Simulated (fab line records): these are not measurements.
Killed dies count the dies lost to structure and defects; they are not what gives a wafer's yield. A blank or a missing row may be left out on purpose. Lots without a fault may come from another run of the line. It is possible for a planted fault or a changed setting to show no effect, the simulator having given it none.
fab line records -- flow n5-finfet -- part 1 of 2: steps 1 to 19 of 27
record: lots: 5, wafers: 15, last-day: 17
route steps=1938 shown MOL_CONTACT_COAG@518
lots that met no fault: from a run of the same line without faults
start-h: start of the lot's first displayed wafer, in hours after the record's first day -- wait-h: hours since the lot's step before -- " repeats the value in the row above -- L1.1+2: a row that stands for several wafers -- - value missing, or start not given -- * or withheld: withheld -- < > ~ a bound
route shown NAME@n: NAME is a module with steps in the file, n the number in the route of the first one -- usual: average and standard deviation across the fault-free wafers -- same: alike in all rows -- chamber/n: place in a boat -- sites: per-site readings -- _std_site: their standard deviation -- _edge_site: the outer-site mean with the inner-site mean subtracted -- radius-mm: for every site, how far away it sits from the centre of the wafer -- mask NAME#n: copy n -- behind: tool/chamber where the wafer was last shaped -- hold: cause of the lot's hold/its duration in hours/its outcome -- device: the transistor (n, p or np) that didn't switch -- end of line: the route-end tests of the same wafers -- a step without rows: its recipe alone -- killed: at the first sort, the dies lost to defects and structure; wafer yield is something else -- map: shows each die of a wafer: x if killed, . if not, _ if none is there
set.NAME: the setting the step ran with; set.NAME@STEP: the setting that earlier step ran with -- model.NAME: the simulator's own value behind a step, which no gauge read
lots at selected steps of the route; one table per step, one row per wafer
services: a tool's chamber out of use, with start hour (start-h, from the record's first day; less than 0 if before it), hours out, and reason
== steps ==
step: N5_MOL_CONTACT_COAG_COAT_104
recipe: resist: SiARC, temp-c: 220, time-s: 60, spin-rpm: 1500, resist-thk-nm: 12
usual: chill-plate-temp-C: 23.01/0.11
lot.wafer,tool,chamber,start-h,wait-h,chill-plate-temp-C
L075.1,litho-track-02,0,-,-,23.07
L075.3,litho-track-02,0,-,-,23.02
L075.5,litho-track-02,0,-,-,23.09
L083.1,litho-track-02,0,-,-,23.03
L083.3,litho-track-02,0,-,-,22.97
L083.5,litho-track-02,0,-,-,22.84
L091.1,litho-track-05,0,-,-,22.94
L091.3,litho-track-05,0,-,-,23.15
L091.4,litho-track-05,0,-,-,23.20
L092.1,litho-track-05,0,-,-,22.96
L092.2,litho-track-05,0,-,-,23.10
L092.4,litho-track-05,0,-,-,22.87
L095.1,litho-track-04,0,-,-,22.92
L095.3,litho-track-04,0,-,-,22.75
L095.4,litho-track-04,0,-,-,22.80
step: N5_MOL_CONTACT_COAG_COAT_58
recipe: resist: underlayer, temp-c: 205, time-s: 60, spin-rpm: 1500, resist-thk-nm: 10
usual: chill-plate-temp-C: 22.98/0.11
lot.wafer,tool,chamber,start-h,wait-h,chill-plate-temp-C
L075.1,litho-track-02,0,-,-,22.89
L075.3,litho-track-02,0,-,-,22.92
L075.5,litho-track-02,0,-,-,22.82
L083.1,litho-track-02,0,-,-,23.04
L083.3,litho-track-02,0,-,-,22.84
L083.5,litho-track-02,0,-,-,22.97
L091.1,litho-track-05,0,-,-,22.89
L091.3,litho-track-05,0,-,-,23.08
L091.4,litho-track-05,0,-,-,22.89
L092.1,litho-track-05,0,-,-,22.98
L092.2,litho-track-05,0,-,-,23.09
L092.4,litho-track-05,0,-,-,22.92
L095.1,litho-track-04,0,-,-,23.08
L095.3,litho-track-04,0,-,-,22.84
L095.4,litho-track-04,0,-,-,23.02
step: N5_MOL_CONTACT_COAG_COAT_02
recipe: resist: CAR-EUV, spin-rpm: 1500, resist-thk-nm: 30
usual: chill-plate-temp-C: 23.00/0.099
lot.wafer,tool,chamber,start-h,wait-h,chill-plate-temp-C
L075.1,litho-track-02,0,-,-,22.97
L075.3,litho-track-02,0,-,-,22.98
L075.5,litho-track-02,0,-,-,23.04
L083.1,litho-track-02,0,-,-,23.10
L083.3,litho-track-02,0,-,-,22.97
L083.5,litho-track-02,0,-,-,23.12
L091.1,litho-track-05,0,-,-,23.05
L091.3,litho-track-05,0,-,-,22.96
L091.4,litho-track-05,0,-,-,22.95
L092.1,litho-track-05,0,-,-,23.05
L092.2,litho-track-05,0,-,-,22.94
L092.4,litho-track-05,0,-,-,23.01
L095.1,litho-track-04,0,-,-,23.14
L095.3,litho-track-04,0,-,-,23.13
L095.4,litho-track-04,0,-,-,23.09
step: N5_MOL_CONTACT_COAG_EBR_04
recipe: solvent: PGMEA, ebr-width-mm: 1.5
usual: chill-plate-temp-C: 23.01/0.1
lot.wafer,tool,chamber,start-h,wait-h,chill-plate-temp-C
L075.1,litho-track-02,0,-,-,23.10
L075.3,litho-track-02,0,-,-,23.10
L075.5,litho-track-02,0,-,-,23.03
L083.1,litho-track-02,0,-,-,23.07
L083.3,litho-track-02,0,-,-,22.99
L083.5,litho-track-02,0,-,-,23.01
L091.1,litho-track-05,0,-,-,22.88
L091.3,litho-track-05,0,-,-,22.97
L091.4,litho-track-05,0,-,-,23.02
L092.1,litho-track-05,0,-,-,22.91
L092.2,litho-track-05,0,-,-,22.99
L092.4,litho-track-05,0,-,-,23.09
L095.1,litho-track-04,0,-,-,23.16
L095.3,litho-track-04,0,-,-,23.25
L095.4,litho-track-04,0,-,-,23.08
step: N5_MOL_CONTACT_COAG_SOFTBAKE_03
recipe: temp-c: 110, time-s: 60, resist: CAR-EUV
usual: chill-plate-temp-C: 23.01/0.092
lot.wafer,tool,chamber,start-h,wait-h,chill-plate-temp-C
L075.1,litho-track-02,0,-,-,23.14
L075.3,litho-track-02,0,-,-,22.99
L075.5,litho-track-02,0,-,-,22.96
L083.1,litho-track-02,0,-,-,23.18
L083.3,litho-track-02,0,-,-,22.99
L083.5,litho-track-02,0,-,-,23.10
L091.1,litho-track-05,0,-,-,22.97
L091.3,litho-track-05,0,-,-,22.99
L091.4,litho-track-05,0,-,-,22.91
L092.1,litho-track-05,0,-,-,23.02
L092.2,litho-track-05,0,-,-,23.13
L092.4,litho-track-05,0,-,-,23.09
L095.1,litho-track-04,0,-,-,22.90
L095.3,litho-track-04,0,-,-,22.88
L095.4,litho-track-04,0,-,-,23.08
step: N5_MOL_CONTACT_COAG_EXPOSE_05
recipe: mask-id: CA, na: 0.33, source-shape: annular, sigma-inner: 0.4, sigma-outer: 0.8, polarization: unpolarized, defocus-nm: 0, dose-mj: 38.25
usual: focus-offset-nm: 0.0/0.49
lot.wafer,tool,chamber,start-h,wait-h,mask,focus-offset-nm
L075.1,euv-scanner-01,0,94.18,-,CA#0,-0.3
L075.3,euv-scanner-01,0,94.18,-,CA#0,0.0
L075.5,euv-scanner-01,0,94.18,-,CA#0,0.1
L083.1,euv-scanner-01,0,139.03,-,CA#0,0.7
L083.3,euv-scanner-01,0,139.03,-,CA#0,0.8
L083.5,euv-scanner-01,0,139.03,-,CA#0,0.5
L091.1,euv-scanner-01,0,192.40,-,CA#0,-0.3
L091.3,euv-scanner-01,0,192.40,-,CA#0,0.3
L091.4,euv-scanner-01,0,192.40,-,CA#0,0.8
L092.1,euv-scanner-02,0,195.34,-,CA#0,-0.7
L092.2,euv-scanner-02,0,195.34,-,CA#0,0.2
L092.4,euv-scanner-02,0,195.34,-,CA#0,-0.1
L095.1,euv-scanner-02,0,214.93,-,CA#0,-0.8
L095.3,euv-scanner-02,0,214.93,-,CA#0,0.0
L095.4,euv-scanner-02,0,214.93,-,CA#0,0.3
step: N5_MOL_CONTACT_COAG_PEB_06
recipe: peb-temp-c: 100, peb-time-s: 60, resist: CAR-EUV
usual: chill-plate-temp-C: 22.97/0.1
lot.wafer,tool,chamber,start-h,wait-h,chill-plate-temp-C
L075.1,litho-track-05,0,94.25,0.1,23.18
L075.3,litho-track-05,0,94.25,0.1,22.80
L075.5,litho-track-05,0,94.25,0.1,23.03
L083.1,litho-track-04,0,139.09,0.1,22.96
L083.3,litho-track-04,0,139.09,0.1,22.93
L083.5,litho-track-04,0,139.09,0.1,23.07
L091.1,litho-track-05,0,192.46,0.1,22.88
L091.3,litho-track-05,0,192.46,0.1,22.84
L091.4,litho-track-05,0,192.46,0.1,22.87
L092.1,litho-track-02,0,195.41,0.1,22.86
L092.2,litho-track-02,0,195.41,0.1,22.89
L092.4,litho-track-02,0,195.41,0.1,22.84
L095.1,litho-track-04,0,215.00,0.1,23.05
L095.3,litho-track-04,0,215.00,0.1,23.01
L095.4,litho-track-04,0,215.00,0.1,23.01
step: N5_MOL_CONTACT_COAG_DEVELOP_07
recipe: develop-time-s: 30, developer: TMAH, resist: CAR-EUV, rinse-liquid: surfactant-rinse, dry: air-spin, dev-temp-c: 23
usual: chill-plate-temp-C: 22.99/0.098, developer-temp-C: 23.01/0.11
lot.wafer,tool,chamber,start-h,wait-h,chill-plate-temp-C,developer-temp-C
L075.1,litho-track-05,0,-,-,22.88,22.97
L075.3,litho-track-05,0,-,-,23.04,22.94
L075.5,litho-track-05,0,-,-,23.23,22.92
L083.1,litho-track-04,0,-,-,22.94,23.05
L083.3,litho-track-04,0,-,-,23.00,23.01
L083.5,litho-track-04,0,-,-,23.00,23.19
L091.1,litho-track-05,0,-,-,22.98,23.09
L091.3,litho-track-05,0,-,-,22.96,23.10
L091.4,litho-track-05,0,-,-,22.84,23.15
L092.1,litho-track-02,0,-,-,22.82,22.77
L092.2,litho-track-02,0,-,-,22.84,22.94
L092.4,litho-track-02,0,-,-,22.91,22.75
L095.1,litho-track-04,0,-,-,22.94,23.06
L095.3,litho-track-04,0,-,-,22.95,23.03
L095.4,litho-track-04,0,-,-,22.77,23.12
step: N5_MOL_CONTACT_COAG_CD_MEAS_08
recipe: target-cd-nm: 28, landing-energy-ev: 500, detector: se-inlens, polarity: opening
usual: cd-nm: 28.05/0.24
lot.wafer,tool,chamber,start-h,wait-h,cd-nm
L075.1,cd-sem-02,0,94.31,-,28.16
L075.3,cd-sem-02,0,94.31,-,28.17
L075.5,cd-sem-02,0,94.31,-,28.03
L083.1,cd-sem-03,0,139.15,-,28.20
L083.3,cd-sem-03,0,139.15,-,28.27
L083.5,cd-sem-03,0,139.15,-,27.92
L091.1,cd-sem-01,0,192.53,-,27.87
L091.3,cd-sem-01,0,192.53,-,27.94
L091.4,cd-sem-01,0,192.53,-,28.33
L092.1,cd-sem-01,0,195.47,-,28.24
L092.2,cd-sem-01,0,195.47,-,27.84
L092.4,cd-sem-01,0,195.47,-,27.89
L095.1,cd-sem-01,0,215.06,-,27.86
L095.3,cd-sem-01,0,215.06,-,27.59
L095.4,cd-sem-01,0,215.06,-,27.52
step: N5_MOL_CONTACT_COAG_OVL_MEAS_09
recipe: points-per-wafer: 522
usual: CA_OVL: -0.3/0.84
lot.wafer,tool,chamber,start-h,wait-h,CA_OVL[nm]
L075.1,overlay-01,0,94.34,0.0,1.1
L075.3,overlay-01,0,94.34,0.0,0.3
L075.5,overlay-01,0,94.34,0.0,0.2
L083.1,overlay-01,0,139.19,0.0,-0.4
L083.3,overlay-01,0,139.19,0.0,0.4
L083.5,overlay-01,0,139.19,0.0,-1.1
L091.1,overlay-01,0,192.56,0.0,0.6
L091.3,overlay-01,0,192.56,0.0,-0.7
L091.4,overlay-01,0,192.56,0.0,-0.8
L092.1,overlay-02,0,195.50,0.0,-0.6
L092.2,overlay-02,0,195.50,0.0,0.2
L092.4,overlay-02,0,195.50,0.0,-0.7
L095.1,overlay-02,0,215.09,0.0,0.0
L095.3,overlay-02,0,215.09,0.0,0.0
L095.4,overlay-02,0,215.09,0.0,0.3
step: N5_MOL_CONTACT_COAG_INSPECT_10
recipe: mode: adi, inspect-instrument: brightfield
usual: raw-defect-count: 66/24
lot.wafer,tool,chamber,start-h,wait-h,raw-defect-count
L075.1,defect-inspect-01,-,94.40,0.1,60
L075.3,defect-inspect-01,-,94.40,0.1,60
L075.5,defect-inspect-01,-,94.40,0.1,41
L083.1,defect-inspect-01,-,139.24,0.1,85
L083.3,defect-inspect-01,-,139.24,0.1,47
L083.5,defect-inspect-01,-,139.24,0.1,80
L091.1,defect-inspect-02,-,192.61,0.1,72
L091.3,defect-inspect-02,-,192.61,0.1,51
L091.4,defect-inspect-02,-,192.61,0.1,53
L092.1,defect-inspect-02,-,195.56,0.1,92
L092.2,defect-inspect-02,-,195.56,0.1,71
L092.4,defect-inspect-02,-,195.56,0.1,62
L095.1,defect-inspect-01,-,215.15,0.1,90
L095.3,defect-inspect-01,-,215.15,0.1,98
L095.4,defect-inspect-01,-,215.15,0.1,121
step: N5_MOL_CONTACT_COAG_DESCUM_13
recipe: chemistry: O2, time-s: 7, source-power-w: 50, bias-power-w: 20, pressure-mtorr: 20, rf-frequency-hz: 2.712e+07, temp-c: 40, resist: CAR-EUV, o2-flow-sccm: 225
usual: drypump-motor-current-A: 5.5/0.32, oes-product-au: 0.78/0.074, rf-vpp-V: 243.3/1.4, showerhead-plenum-p-Torr: 2.10/0.065, throttle-valve-pct: 20.56/0.25
lot.wafer,tool,chamber,start-h,wait-h,drypump-motor-current-A,oes-product-au,rf-hours-counter-h,rf-vpp-V,showerhead-plenum-p-Torr,throttle-valve-pct
L075.1,rie-diel-06,0,94.44,0.0,5.3,0.73,172,244.6,2.19,20.89
L075.3,rie-diel-06,1,94.44,0.0,5.2,0.70,233,240.3,2.05,20.40
L075.5,rie-diel-06,0,94.44,0.0,5.2,0.73,-,244.3,2.19,20.89
L083.1,rie-diel-01,2,139.28,0.0,5.7,0.82,85,245.9,2.12,20.59
L083.3,rie-diel-01,0,139.28,0.0,5.7,0.86,59,244.6,2.12,20.50
L083.5,rie-diel-01,0,139.28,0.0,5.7,0.85,-,242.5,2.12,20.48
L091.1,rie-diel-01,2,192.84,0.2,5.6,0.80,104,243.0,2.11,20.60
L091.3,rie-diel-01,3,192.84,0.2,5.7,0.74,192,242.2,2.07,20.59
L091.4,rie-diel-01,0,192.84,0.2,5.7,0.83,77,244.8,2.11,20.52
L092.1,rie-diel-01,3,195.60,0.0,5.7,0.74,193,241.6,2.07,20.59
L092.2,rie-diel-01,2,195.60,0.0,5.7,0.80,105,244.9,2.11,20.61
L092.4,rie-diel-01,1,195.60,0.0,5.7,0.90,34,243.8,2.12,20.29
L095.1,rie-diel-01,3,215.27,0.1,5.7,0.73,198,242.7,2.07,20.60
L095.3,rie-diel-01,1,215.27,0.1,5.7,0.89,39,245.1,2.12,20.28
L095.4,rie-diel-01,0,215.27,0.1,5.8,0.83,83,244.0,2.11,20.51
step: N5_MOL_CONTACT_COAG_ETCH_59
recipe: chemistry: N2/H2, target: underlayer, target-depth-a: 130, mask-material: CAR-EUV, time-s: 10.4, ion-energy-ev: 200, pressure-mtorr: 30, source-w: 840, bias-w: 150, n2-flow-sccm: 200, h2-flow-sccm: 200, ends: cleared
usual: drypump-motor-current-A: 5.5/0.33, etch-rf-on-time-s: 10.38/0.21, oes-product-au: 0.66/0.062, rf-vpp-V: 524.0/2.2, showerhead-plenum-p-Torr: 2.55/0.074, throttle-valve-pct: 17.98/0.22
lot.wafer,tool,chamber,start-h,wait-h,drypump-motor-current-A,etch-rf-on-time-s,oes-product-au,rf-hours-counter-h,rf-vpp-V,showerhead-plenum-p-Torr,throttle-valve-pct
L075.1,rie-diel-06,0,94.47,0.0,5.2,10.60,0.62,172,526.8,2.63,18.05
L075.3,rie-diel-06,1,94.47,0.0,5.2,10.21,0.60,233,521.6,2.50,17.98
L075.5,rie-diel-06,0,94.47,0.0,5.2,10.62,0.62,-,526.8,2.63,18.07
L083.1,rie-diel-01,2,139.31,0.0,5.7,10.27,0.70,85,524.7,2.57,18.02
L083.3,rie-diel-01,0,139.31,0.0,5.7,10.43,0.72,59,524.5,2.58,17.91
L083.5,rie-diel-01,0,139.31,0.0,5.8,10.37,0.72,-,523.3,2.58,17.90
L091.1,rie-diel-01,2,192.87,0.0,5.7,10.31,0.68,104,525.0,2.56,18.09
L091.3,rie-diel-01,3,192.87,0.0,5.7,9.83,0.63,192,523.5,2.52,18.04
L091.4,rie-diel-01,0,192.87,0.0,5.7,10.47,0.71,77,526.1,2.57,17.95
L092.1,rie-diel-01,3,195.63,0.0,5.7,9.91,0.64,193,522.4,2.52,18.05
L092.2,rie-diel-01,2,195.63,0.0,5.7,10.34,0.68,105,525.2,2.56,18.07
L092.4,rie-diel-01,1,195.63,0.0,5.8,10.22,0.77,34,526.6,2.58,17.59
L095.1,rie-diel-01,3,215.31,0.0,5.7,9.93,0.64,198,522.7,2.52,18.07
L095.3,rie-diel-01,1,215.31,0.0,5.7,10.26,0.77,39,525.1,2.57,17.60
L095.4,rie-diel-01,0,215.31,0.0,5.7,10.47,0.69,83,523.3,2.57,17.95
step: N5_MOL_CONTACT_COAG_ETCH_105
recipe: chemistry: CF4, target: SiARC, target-depth-a: 156, mask-material: CAR-EUV, time-s: 26, ion-energy-ev: 80, pressure-mtorr: 40, source-w: 545, bias-w: 36, Ar_flow_sccm: 100, cf4-flow-sccm: 100, ends: cleared
usual: drypump-motor-current-A: 5.5/0.32, etch-rf-on-time-s: 26.0/0.41, oes-product-au: 0.66/0.062, rf-vpp-V: 184.1/1, showerhead-plenum-p-Torr: 2.15/0.056, throttle-valve-pct: 15.76/0.2
lot.wafer,tool,chamber,start-h,wait-h,drypump-motor-current-A,etch-rf-on-time-s,oes-product-au,rf-hours-counter-h,rf-vpp-V,showerhead-plenum-p-Torr,throttle-valve-pct
L075.1,rie-diel-06,0,94.49,0.0,5.2,26.5,0.62,172,184.4,2.22,15.95
L075.3,rie-diel-06,1,94.49,0.0,5.2,25.4,0.61,233,182.2,2.13,15.84
L075.5,rie-diel-06,0,94.49,0.0,5.3,26.6,0.63,-,185.2,2.22,15.95
L083.1,rie-diel-01,2,139.33,0.0,5.7,25.3,0.71,85,182.6,2.16,15.69
L083.3,rie-diel-01,0,139.33,0.0,5.7,25.7,0.74,59,184.4,2.17,15.57
L083.5,rie-diel-01,0,139.33,0.0,5.8,26.1,0.72,-,184.0,2.16,15.57
L091.1,rie-diel-01,2,192.89,0.0,5.6,25.6,0.69,104,184.5,2.16,15.73
L091.3,rie-diel-01,3,192.89,0.0,5.7,25.1,0.63,192,185.0,2.13,15.86
L091.4,rie-diel-01,0,192.89,0.0,5.7,25.9,0.70,77,184.1,2.16,15.62
L092.1,rie-diel-01,3,195.65,0.0,5.7,24.8,0.63,193,182.9,2.12,15.88
L092.2,rie-diel-01,2,195.65,0.0,5.7,25.7,0.68,105,184.0,2.15,15.71
L092.4,rie-diel-01,1,195.65,0.0,5.7,25.6,0.77,34,185.7,2.18,15.53
L095.1,rie-diel-01,3,215.33,0.0,5.7,25.2,0.63,198,183.4,2.12,15.88
L095.3,rie-diel-01,1,215.33,0.0,5.7,25.9,0.76,39,184.8,2.18,15.53
L095.4,rie-diel-01,0,215.33,0.0,5.8,26.6,0.69,83,183.9,2.16,15.62
step: N5_MOL_CONTACT_COAG_ETCH_106
recipe: chemistry: N2/H2, target: SOC, target-depth-a: 800, overetch-a: 160, mask-material: SiARC, temp-c: 40, time-s: 120, ion-energy-ev: 200, pressure-mtorr: 30, source-w: 840, bias-w: 150, n2-flow-sccm: 200, h2-flow-sccm: 200
usual: drypump-motor-current-A: 5.5/0.32, oes-product-au: 0.70/0.063, rf-vpp-V: 524.1/2.1, showerhead-plenum-p-Torr: 2.55/0.074, throttle-valve-pct: 17.95/0.22
lot.wafer,tool,chamber,start-h,wait-h,drypump-motor-current-A,oes-product-au,rf-hours-counter-h,rf-vpp-V,showerhead-plenum-p-Torr,throttle-valve-pct
L075.1,rie-diel-06,0,94.52,0.0,5.2,0.67,172,525.5,2.63,18.03
L075.3,rie-diel-06,1,94.52,0.0,5.2,0.63,234,523.5,2.50,17.94
L075.5,rie-diel-06,0,94.52,0.0,5.2,0.67,-,527.8,2.63,18.02
L083.1,rie-diel-01,2,139.36,0.0,5.7,0.72,85,524.8,2.57,18.01
L083.3,rie-diel-01,0,139.36,0.0,5.7,0.76,59,524.7,2.58,17.87
L083.5,rie-diel-01,0,139.36,0.0,5.8,0.75,-,525.6,2.58,17.87
L091.1,rie-diel-01,2,192.92,0.0,5.7,0.71,104,524.0,2.56,18.05
L091.3,rie-diel-01,3,192.92,0.0,5.7,0.65,192,524.0,2.52,18.02
L091.4,rie-diel-01,0,192.92,0.0,5.7,0.74,78,525.1,2.57,17.91
L092.1,rie-diel-01,3,195.68,0.0,5.7,0.65,193,523.5,2.52,18.02
L092.2,rie-diel-01,2,195.68,0.0,5.7,0.72,105,524.4,2.56,18.06
L092.4,rie-diel-01,1,195.68,0.0,5.7,0.80,34,524.6,2.58,17.57
L095.1,rie-diel-01,3,215.36,0.0,5.7,0.65,198,524.4,2.52,18.03
L095.3,rie-diel-01,1,215.36,0.0,5.7,0.79,39,524.8,2.57,17.58
L095.4,rie-diel-01,0,215.36,0.0,5.7,0.74,83,524.1,2.57,17.91
step: N5_MOL_CONTACT_COAG_STRIP_107
recipe: chemistry: N2/H2, temp-c: 40, n2-flow-sccm: 200, h2-flow-sccm: 200, rf-frequency-hz: 6e+07
lot.wafer,tool,chamber,start-h,wait-h
L075.1+3+5,rie-diel-06,"0,1,0",94.60,0.0
L083.1+3+5,rie-diel-01,"2,0,0",139.44,0.0
L091.1+3+4,rie-diel-01,"2,3,0",193.00,0.0
L092.1+2+4,rie-diel-01,"3,2,1",195.76,0.0
L095.1+3+4,rie-diel-01,"3,1,0",215.44,0.0
step: N5_MOL_CONTACT_COAG_STRIP_108
recipe: chemistry: N2/H2, temp-c: 40, n2-flow-sccm: 200, h2-flow-sccm: 200, rf-frequency-hz: 6e+07
lot.wafer,tool,chamber,start-h,wait-h
L075.1+3+5,rie-diel-06,"0,1,0",94.61,0.0
L083.1+3+5,rie-diel-01,"2,0,0",139.45,0.0
L091.1+3+4,rie-diel-01,"2,3,0",193.01,0.0
L092.1+2+4,rie-diel-01,"3,2,1",195.77,0.0
L095.1+3+4,rie-diel-01,"3,1,0",215.45,0.0
step: N5_MOL_CONTACT_COAG_CONTACT_ETCH_14
recipe: chemistry: C4F6/O2, target: SiO2, target-depth-a: 275, overetch-a: 85, mask-material: SOC, pressure-mtorr: 30, source-w: 370, bias-w: 185, Ar_flow_sccm: 300, C4F6_flow_sccm: 16, O2_flow_sccm: 10, time-s: 20, ion-energy-ev: 259.6
usual: drypump-motor-current-A: 5.5/0.32, oes_f_703_au: 0.78/0.067, oes-product-au: 0.66/0.06, rf-vpp-V: 692.9/2.8, showerhead-plenum-p-Torr: 2.89/0.078, throttle-valve-pct: 21.45/0.18
lot.wafer,tool,chamber,start-h,wait-h,drypump-motor-current-A,oes_f_703_au,oes-product-au,rf-hours-counter-h,rf-vpp-V,showerhead-plenum-p-Torr,throttle-valve-pct
L075.1,rie-diel-06,0,94.62,0.0,5.2,0.76,0.63,172,697.7,2.98,21.60
L075.3,rie-diel-06,1,94.62,0.0,5.2,0.70,0.59,234,692.7,2.87,21.53
L075.5,rie-diel-06,0,94.62,0.0,5.2,0.76,0.63,-,695.7,2.98,21.60
L083.1,rie-diel-01,2,139.46,0.0,5.6,0.84,0.69,85,692.7,2.90,21.39
L083.3,rie-diel-01,0,139.46,0.0,5.8,0.83,0.72,59,694.0,2.93,21.42
L083.5,rie-diel-01,0,139.46,0.0,5.8,0.82,0.72,-,695.4,2.93,21.40
L091.1,rie-diel-01,2,193.02,0.0,5.6,0.81,0.67,104,693.7,2.89,21.39
L091.3,rie-diel-01,3,193.02,0.0,5.7,0.75,0.61,192,691.2,2.86,21.50
L091.4,rie-diel-01,0,193.02,0.0,5.8,0.81,0.69,78,693.3,2.92,21.44
L092.1,rie-diel-01,3,195.78,0.0,5.7,0.74,0.62,193,691.7,2.86,21.51
L092.2,rie-diel-01,2,195.78,0.0,5.7,0.81,0.67,105,692.6,2.89,21.40
L092.4,rie-diel-01,1,195.78,0.0,5.7,0.88,0.76,34,695.0,2.93,21.18
L095.1,rie-diel-01,3,215.46,0.0,5.7,0.74,0.61,198,691.7,2.86,21.52
L095.3,rie-diel-01,1,215.46,0.0,5.8,0.87,0.75,39,695.2,2.93,21.22
L095.4,rie-diel-01,0,215.46,0.0,5.7,0.80,0.69,83,695.1,2.92,21.44
step: N5_MOL_CONTACT_COAG_STRIP_109
recipe: chemistry: C4F6/O2, resist: SiARC, rf-frequency-hz: 6e+07
lot.wafer,tool,chamber,start-h,wait-h
L075.1+3+5,rie-diel-06,"0,1,0",94.65,0.0
L083.1+3+5,rie-diel-01,"2,0,0",139.49,0.0
L091.1+3+4,rie-diel-01,"2,3,0",193.05,0.0
L092.1+2+4,rie-diel-01,"3,2,1",195.81,0.0
L095.1+3+4,rie-diel-01,"3,1,0",215.48,0.0
